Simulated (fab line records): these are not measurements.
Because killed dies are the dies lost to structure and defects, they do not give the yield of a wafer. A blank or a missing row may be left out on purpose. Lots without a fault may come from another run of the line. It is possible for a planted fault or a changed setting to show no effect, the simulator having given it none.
Chamber matching | flow n5-finfet | rie-diel-06 running N5_GATE_CUT_ETCH_58: 4 sister chambers
The step etches SiNx in CH3F/O2, target depth 17 nm, time 128.6 s. 4 wafers are shown with their chamber, then 8 later ones without.

WAFERS, EACH WITH ITS CHAMBER
wafer  | chamber | drypump-motor-current-A (A)
L088.1 | 3       | 6.5
L088.2 | 0       | 5.1
L088.5 | 2       | 5.8
L089.1 | 1       | 6.6

WAFERS WHOSE CHAMBER IS MISSING
wafer  | drypump-motor-current-A (A)
L089.5 | 5.2
L089.6 | 6.6
L092.1 | 5.2
L092.2 | 6.6
L092.5 | 5.2
L097.1 | 6.4
L097.4 | 6.4
L097.5 | 6.6

WHICH CHAMBER EACH WENT THROUGH
wafer  | from the rows above     | in truth
L089.5 | 0                       | 0
L089.6 | can't be placed: 1 or 3 | 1
L092.1 | 0                       | 0
L092.2 | can't be placed: 1 or 3 | 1
L092.5 | 0                       | 0
L097.1 | can't be placed: 3 or 1 | 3
L097.4 | can't be placed: 3 or 1 | 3
L097.5 | can't be placed: 1 or 3 | 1
Correctly placed: 3 of 8. Cannot be placed on the basis of these rows: 5; the candidates contain the true chamber in 5. 0 placed wrongly.
How it was worked out, from the rows above alone: a wafer's distance from a chamber is the root of the sum, over the readings, of the square of ((its reading less the chamber's mean) divided by the reading's scatter). The wafer belongs to the nearest chamber; if the next one is less than 2 further off, it can't be placed. The mean given for a chamber averages the wafers shown for that chamber. The scatter: with one shown wafer a chamber, the root of the mean of the squares of how far each hidden wafer lies from its nearest shown one.
